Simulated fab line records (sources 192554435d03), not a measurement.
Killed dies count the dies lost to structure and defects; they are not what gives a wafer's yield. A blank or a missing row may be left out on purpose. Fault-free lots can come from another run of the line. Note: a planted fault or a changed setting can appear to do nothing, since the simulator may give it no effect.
fab line records	flow n5-finfet
[record] lots = 6	wafers = 18	last-day = 19
route steps=1938 shown BEOL_M2@909 BEOL_M4@1111
lots untouched by any fault: they come from a run of this same line in which no faults occurred
start-h: start of the lot's first displayed wafer, in hours after the record's first day	wait-h: hours from the lot's prior step to this one	" the same as in the row above	L1.1+2: a row that stands for several wafers	- no value, or no start was given	* or withheld: withheld	< > ~ a bound
route shown NAME@n: NAME is a module with steps in the file, n the number in the route of the first one	usual: mean and standard deviation over wafers with no fault	same: alike in all rows	chamber/n: place in a boat	sites: each site's reading	_std_site: how widely they spread, as a standard deviation	_edge_site: mean of outer sites minus mean of inner sites	radius-mm: for every site, how far away it sits from the centre of the wafer	mask NAME#n: copy n	behind: the most recent tool/chamber to have shaped the wafer	hold: why the lot was held/for how many hours/how that ended	device: names the non-switching transistor (n, p or np)	end of line: the tests these same wafers got at the end of their route	step lacking rows: just its recipe	killed: at the first sort, the dies lost to defects and structure; wafer yield is something else	map: dies across one wafer; x = killed, . = not, _ = none there
set.NAME: the setting that was run; set.NAME@STEP: the one run at that earlier step	model.NAME: the simulator's own value behind a step, which no gauge read
lots at selected steps of the route; one table per step, one row per wafer
services: when a tool's chamber went out of use (start-h, in hours from the record's first day, below 0 if earlier), for how many hours, and the reason
[[steps]]
[step N5_BEOL_M2_ANNEAL_82]
[recipe] temp-c = 400	time-s = 240	ambient = vacuum
[step N5_BEOL_M2_SPUTTER_86]
[recipe] material = Cu	target-thk-a = 45	temp-c = -20	chamber-pressure-pa = 0.07	power-w = withheld	time-s = 8.29
[step N5_BEOL_M2_ANNEAL_87]
[recipe] temp-c = 400	time-s = 240	ambient = vacuum
[step N5_BEOL_M2_SPUTTER_88]
[recipe] material = Cu	target-thk-a = 45	temp-c = -20	chamber-pressure-pa = 0.07	power-w = withheld	time-s = 8.29
[step N5_BEOL_M2_ANNEAL_89]
[recipe] temp-c = 400	time-s = 240	ambient = vacuum
[usual] heater-power-w = 809/77
lot.wafer	tool	chamber	start-h	wait-h	heater-power-w
L846.2	pvd-sputter-01	-	154.24	0.0	715
L846.3	"	-	"	"	944
L846.4	"	-	"	"	795
L850.3	pvd-sputter-01	-	182.56	0.0	790
L850.4	"	-	"	"	906
L850.5	"	-	"	"	878
L854.3	pvd-sputter-02	-	214.49	0.0	732
L854.4	"	-	"	"	899
L854.6	"	-	"	"	888
L855.3	pvd-sputter-02	-	223.88	0.0	808
L855.4	"	-	"	"	739
L855.5	"	-	"	"	969
L859.3	pvd-sputter-03	-	240.02	0.0	871
L859.4	"	-	"	"	733
L859.6	"	-	"	"	741
L867.1	pvd-sputter-03	-	298.30	0.0	741
L867.3	"	-	"	"	802
L867.5	"	-	"	"	717
[step N5_BEOL_M2_SPUTTER_90]
[recipe] material = Cu	target-thk-a = 45	temp-c = -20	chamber-pressure-pa = 0.07	power-w = withheld	time-s = 8.29
[usual] chuck-sensor-temp-C = -16.2/0.73	throttle-valve-pct = 30.1/1
lot.wafer	tool	chamber	start-h	wait-h	chuck-sensor-temp-C	throttle-valve-pct
L846.2	pvd-sputter-01	-	154.38	0.1	-16.4	30.2
L846.3	"	-	"	"	-17.4	29.3
L846.4	"	-	"	"	-17.1	27.6
L850.3	pvd-sputter-01	-	182.70	0.1	-16.6	30.8
L850.4	"	-	"	"	-17.3	29.2
L850.5	"	-	"	"	-17.6	29.2
L854.3	pvd-sputter-02	-	214.63	0.1	-15.6	29.2
L854.4	"	-	"	"	-15.6	28.9
L854.6	"	-	"	"	-15.7	29.0
L855.3	pvd-sputter-02	-	224.02	0.1	-16.6	31.5
L855.4	"	-	"	"	-15.6	29.4
L855.5	"	-	"	"	-15.5	31.6
L859.3	pvd-sputter-03	-	240.16	0.1	-16.2	30.3
L859.4	"	-	"	"	-16.0	30.8
L859.6	"	-	"	"	-15.9	30.7
L867.1	pvd-sputter-03	-	298.44	0.1	-15.7	30.8
L867.3	"	-	"	"	-17.3	30.9
L867.5	"	-	"	"	-15.9	30.6
[step N5_BEOL_M2_ANNEAL_91]
[recipe] temp-c = 400	time-s = 240	ambient = vacuum
[usual] heater-power-w = 809/78
lot.wafer	tool	chamber	start-h	wait-h	heater-power-w
L846.2	pvd-sputter-01	-	154.46	0.0	720
L846.3	"	-	"	"	882
L846.4	"	-	"	"	772
L850.3	pvd-sputter-01	-	182.78	0.0	779
L850.4	"	-	"	"	898
L850.5	"	-	"	"	886
L854.3	pvd-sputter-02	-	214.71	0.0	742
L854.4	"	-	"	"	915
L854.6	"	-	"	"	911
L855.3	pvd-sputter-02	-	224.10	0.0	785
L855.4	"	-	"	"	718
L855.5	"	-	"	"	1004
L859.3	pvd-sputter-03	-	240.24	0.0	876
L859.4	"	-	"	"	741
L859.6	"	-	"	"	757
L867.1	pvd-sputter-03	-	298.52	0.0	751
L867.3	"	-	"	"	817
L867.5	"	-	"	"	754
[step N5_BEOL_M2_SPUTTER_92]
[recipe] material = Cu	target-thk-a = 45	temp-c = -20	chamber-pressure-pa = 0.07	power-w = withheld	time-s = 8.29
[usual] chuck-sensor-temp-C = -16.2/0.73	throttle-valve-pct = 30.2/1
lot.wafer	tool	chamber	start-h	wait-h	chuck-sensor-temp-C	throttle-valve-pct
L846.2	pvd-sputter-01	-	154.60	0.1	-16.3	30.0
L846.3	"	-	"	"	-17.4	29.1
L846.4	"	-	"	"	-17.2	27.7
L850.3	pvd-sputter-01	-	182.92	0.1	-16.7	30.7
L850.4	"	-	"	"	-17.3	29.2
L850.5	"	-	"	"	-17.3	29.1
L854.3	pvd-sputter-02	-	214.85	0.1	-15.8	29.3
L854.4	"	-	"	"	-15.7	28.9
L854.6	"	-	"	"	-15.6	29.2
L855.3	pvd-sputter-02	-	224.24	0.1	-16.5	31.4
L855.4	"	-	"	"	-15.5	29.1
L855.5	"	-	"	"	-15.2	31.5
L859.3	pvd-sputter-03	-	240.38	0.1	-16.2	29.9
L859.4	"	-	"	"	-16.1	30.6
L859.6	"	-	"	"	-15.8	30.8
L867.1	pvd-sputter-03	-	298.66	0.1	-15.6	30.6
L867.3	"	-	"	"	-17.1	30.8
L867.5	"	-	"	"	-15.8	30.8
[step N5_BEOL_M2_ANNEAL_93]
[recipe] temp-c = 400	time-s = 240	ambient = vacuum
[step N5_BEOL_M2_SPUTTER_94]
[recipe] material = Cu	target-thk-a = 45	temp-c = -20	chamber-pressure-pa = 0.07	power-w = withheld	time-s = 8.29
[usual] chuck-sensor-temp-C = -16.2/0.73	throttle-valve-pct = 30.2/1
lot.wafer	tool	chamber	start-h	wait-h	chuck-sensor-temp-C	throttle-valve-pct
L846.2	pvd-sputter-01	-	154.82	0.1	-16.5	30.1
L846.3	"	-	"	"	-17.4	29.0
L846.4	"	-	"	"	-17.1	27.7
L850.3	pvd-sputter-01	-	183.14	0.1	-16.7	30.8
L850.4	"	-	"	"	-17.5	28.9
L850.5	"	-	"	"	-17.4	29.2
L854.3	pvd-sputter-02	-	215.07	0.1	-15.6	29.3
L854.4	"	-	"	"	-15.5	29.1
L854.6	"	-	"	"	-15.6	28.9
L855.3	pvd-sputter-02	-	224.46	0.1	-16.8	31.4
L855.4	"	-	"	"	-15.7	29.6
L855.5	"	-	"	"	-15.3	31.6
L859.3	pvd-sputter-03	-	240.60	0.1	-16.1	30.2
L859.4	"	-	"	"	-15.9	30.8
L859.6	"	-	"	"	-15.8	31.0
L867.1	pvd-sputter-03	-	298.88	0.1	-15.9	30.7
L867.3	"	-	"	"	-17.1	30.8
L867.5	"	-	"	"	-15.9	30.7
[step N5_BEOL_M2_ANNEAL_95]
[recipe] temp-c = 400	time-s = 240	ambient = vacuum
[step N5_BEOL_M2_SPUTTER_96]
[recipe] material = Cu	target-thk-a = 45	temp-c = -20	chamber-pressure-pa = 0.07	power-w = withheld	time-s = 8.29
[step N5_BEOL_M2_ECD_50]
[recipe] material = Cu	target-thk-a = 3000
lot.wafer	tool	chamber	start-h	wait-h	model.Cu_of_BEOL_M2_ECD_50.thk-nm
L846.2	ecd-cu-02	0	155.16	0.1	296.4
L846.3	"	0	"	"	304.6
L846.4	"	1	"	"	297.4
L850.3	ecd-cu-01	1	183.50	0.1	296.6
L850.4	"	0	"	"	298.8
L850.5	"	0	"	"	299.8
L854.3	ecd-cu-02	1	215.43	0.1	301.4
L854.4	"	0	"	"	481.2
L854.6	"	0	"	"	303.2
L855.3	ecd-cu-02	0	224.82	0.1	302.8
L855.4	"	1	"	"	480.6
L855.5	"	0	"	"	477.6
L859.3	ecd-cu-01	1	240.95	0.1	302
L859.4	"	0	"	"	300.2
L859.6	"	1	"	"	297.8
L867.1	ecd-cu-01	1	299.21	0.1	300.4
L867.3	"	1	"	"	302.4
L867.5	"	0	"	"	298.2
[step N5_BEOL_M2_ANNEAL_51]
[recipe] temp-c = 225	time-s = 90	ambient = N2
[step N5_BEOL_M2_CMP_52]
[recipe] stop-on = SiOC	t-overpolish-s = 6.8	down-force-psi = 1	platen-rpm = 50	clearing-platen-down-force-psi = 1.5	clearing-platen-rpm = 50	post-cmp-clean = cu-alkaline	target-thk-nm = 40	clearing-platen-pad-velocity-m-s = 0.99484	pad-velocity-m-s = 0.99484
[usual] motor-current-A = 6.1/0.46	time-to-endpoint-s = 62.4/2.2
lot.wafer	tool	chamber	start-h	wait-h	motor-current-A	time-to-endpoint-s
L846.3	cmp-04	3	155.54	0.2	5.8	61.8
L846.2	"	0	"	"	5.6	64.3
L846.4	"	1	"	"	6.1	62.9
L850.3	cmp-04	1	183.93	0.2	6.2	62.3
L850.4	"	2	"	"	6.8	61.7
L850.5	"	3	"	"	5.8	58.8
L854.3	cmp-01	3	216.48	0.9	5.2	63.6
L854.4	"	0	"	"	5.8	100.0
L854.6	"	3	"	"	5.3	63.6
L855.3	cmp-01	2	225.25	0.2	6.2	59.9
L855.4	"	3	"	"	5.3	99.5
L855.5	"	0	"	"	6.1	98.4
L859.3	cmp-04	3	241.72	0.4	5.9	65.0
L859.4	"	0	"	"	5.9	66.1
L859.6	"	2	"	"	6.5	62.8
L867.3	cmp-01	2	299.63	0.2	5.8	63.3
L867.1	"	0	"	"	5.7	60.3
L867.5	"	2	"	"	5.4	61.7
[step N5_BEOL_M2_THK_MEAS_53]
[recipe] thk-meas-gauge = xrf	reads = Cu_of_BEOL_M2_ECD_50
[usual] M2_THK = 39.6/1.4
lot.wafer	tool	chamber	start-h	wait-h	M2_THK[nm]
L846.2	film-metro-02	-	155.83	-	38.0
L846.3	"	-	"	"	37.6
L846.4	"	-	"	"	38.6
L850.3	film-metro-01	-	184.15	-	38.5
L850.4	"	-	"	"	36.9
L850.5	"	-	"	"	38.5
L854.3	film-metro-02	-	216.78	-	39.5
L854.4	"	-	"	"	40.9
L854.6	"	-	"	"	38.5
L855.3	film-metro-01	-	225.47	-	42.2
L855.4	"	-	"	"	41.1
L855.5	"	-	"	"	39.9
L859.3	film-metro-01	-	241.98	-	39.8
L859.4	"	-	"	"	41.3
L859.6	"	-	"	"	39.4
L867.1	film-metro-01	-	299.89	-	38.6
L867.3	"	-	"	"	39.4
L867.5	"	-	"	"	38.9
[step N5_BEOL_M4_RC_MEAS_101]
[usual] DIBL_N = 35.9/1.3	DIBL_P = 35.9/1.5	IOFF_N = 0.152/0.023	IOFF_P = 0.204/0.027	ION_N = 673/9.2	ION_P = 462/6.7	SS_N = 71.4/0.48	SS_P = 73.2/0.55	VT_N = 250.3/2.6	VT_P = -250.6/3
lot.wafer	tool	chamber	start-h	wait-h	DIBL_N[mV/V]	DIBL_P[mV/V]	IOFF_N[nA/um]	IOFF_P[nA/um]	ION_N[uA/um]	ION_P[uA/um]	SS_N[mV/dec]	SS_P[mV/dec]	VT_N[mV]	VT_P[mV]
L846.2	prober-02	0	188.53	0.2	35.0	36.3	0.157	0.219	679	465	71.6	73.4	252.0	-250.1
L846.3	"	0	"	"	36.1	37.1	0.171	0.237	681	474	72.2	73.2	247.4	-248.6
L846.4	"	0	"	"	36.8	38.3	0.189	0.255	680	469	72.4	73.5	245.9	-247.0
L850.3	prober-02	0	231.18	0.3	35.4	34.6	0.131	0.205	656	458	71.9	73.1	250.6	-250.5
L850.4	"	0	"	"	37.0	36.0	0.162	0.232	660	457	71.7	73.6	250.2	-247.1
L850.5	"	0	"	"	37.2	36.7	0.159	0.238	677	466	71.5	73.3	252.4	-249.9
L854.3	prober-02	0	248.27	0.6	37.8	37.5	0.194	0.215	682	459	71.8	73.4	248.2	-251.7
L854.4	"	0	"	"	36.9	36.7	0.181	0.212	683	466	71.5	73.0	246.0	-252.6
L854.6	"	0	"	"	38.6	38.7	0.214	0.243	680	460	71.8	73.5	245.5	-249.2
L855.3	prober-01	0	266.58	0.3	34.2	35.6	0.142	0.205	672	459	71.3	72.9	250.4	-249.3
L855.4	"	0	"	"	35.0	36.1	0.152	0.216	673	467	71.4	73.4	247.4	-249.7
L855.5	"	0	"	"	33.9	35.4	0.142	0.196	677	463	71.2	72.7	251.2	-248.4
L859.3	prober-02	0	278.40	0.3	36.0	33.2	0.112	0.145	662	450	71.1	72.5	253.4	-256.7
L859.4	"	0	"	"	37.0	34.8	0.124	0.166	653	452	71.4	73.6	254.0	-252.9
L859.6	"	0	"	"	38.0	35.9	0.144	0.185	665	457	71.1	72.6	250.3	-252.9
L867.1	prober-02	0	334.64	0.0	37.9	37.5	0.177	0.282	669	468	72.8	72.9	250.0	-243.7
L867.3	"	0	"	"	34.3	32.7	0.112	0.196	658	464	71.4	71.8	255.1	-245.7
L867.5	"	0	"	"	36.2	35.5	0.143	0.233	660	462	71.5	72.5	252.8	-244.6
[[services]]
tool	chamber	start-h	hours	kind
cmp-04	-	136.09	0.9	repair
pvd-sputter-03	-	186.76	4.3	repair
cmp-04	-	192.98	3.4	pm
cmp-01	-	195.17	1.2	repair
cmp-01	-	237.79	4.0	pm
cmp-01	-	241.79	-	consumable-replace:conditioner
cmp-01	-	241.79	-	consumable-replace:pad
cmp-04	-	255.24	0.7	repair
ecd-cu-01	-	255.77	4.6	repair
[[key]]
[first-sign] step = N5_BEOL_M2_CMP_52	reading = time-to-endpoint-s	direction = up	sigmas = 16	usual = *	struck = *
effect none on later readings
[model-effect] step = N5_BEOL_M2_ECD_50	value = Cu_of_BEOL_M2_ECD_50.thk-nm	without = 302.1	struck = 479.8
met-at N5_BEOL_M2_ECD_50
struck-wafers L854.4,L855.4,L855.5
onset-between 155.16 215.43
[fault] kind = process-parameter-drift	tool = ecd-cu-02	chamber = -	onset-h = 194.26	steps = N5_BEOL_M2_ECD_50	channel = target-thk-a	offset = *	shape = step	end-h = 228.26	scope = struck-wafers-only	acts-in = *	stated = *
